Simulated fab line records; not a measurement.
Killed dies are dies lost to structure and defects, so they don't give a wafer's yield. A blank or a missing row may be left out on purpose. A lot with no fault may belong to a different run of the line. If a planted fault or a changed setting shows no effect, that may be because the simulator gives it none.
Chamber matching    flow n5_finfet    4 sister chambers for N5_BEOL_M9_VIA_ETCH_34 on rie_diel-03
The step etches SiCOH lowk in C4F6/O2, target depth 182.4 nm, time 68.4 s. 8 wafers are shown with their chamber, then 9 later ones without.

## EACH WAFER AND ITS CHAMBER
wafer   chamber  rf_vpp_V (V)  showerhead_plenum_p_Torr (Torr)
L077.5  3        645           2.91
L080.1  2        657           2.74
L080.5  2        658           2.74
L081.2  3        644           2.91
L081.4  1        669           2.76
L085.2  0        684           2.83
L085.3  1        668           2.75
L085.6  0        683           2.83

## WAFERS MISSING THEIR CHAMBER
wafer   rf_vpp_V (V)  showerhead_plenum_p_Torr (Torr)
L088.1  658           2.73
L088.2  667           2.75
L088.4  643           2.91
L090.1  670           2.75
L090.4  685           2.83
L090.6  644           2.91
L089.1  669           2.75
L089.4  644           2.91
L089.6  658           2.73

## WHICH CHAMBER EACH ONE RAN IN
wafer   from the rows above  in truth
L088.1  2                    2
L088.2  1                    1
L088.4  3                    3
L090.1  1                    1
L090.4  0                    0
L090.6  3                    3
L089.1  1                    1
L089.4  3                    3
L089.6  2                    2
9 of 9 placed correctly. From these rows, 0 cannot be placed. 0 placed wrongly.
How it was worked out, from the rows above alone: a wafer's distance from a chamber is the root of the sum, over the readings, of the square of ((its reading less the chamber's mean) divided by the reading's scatter). The wafer belongs to the nearest chamber; if the next one is less than 2 further off, it can't be placed. The mean given for a chamber averages the wafers shown for that chamber. How the scatter is found: for the shown wafers, subtract from each reading the mean of its chamber, square and add these, divide the total by (wafers less chambers), then take the root.
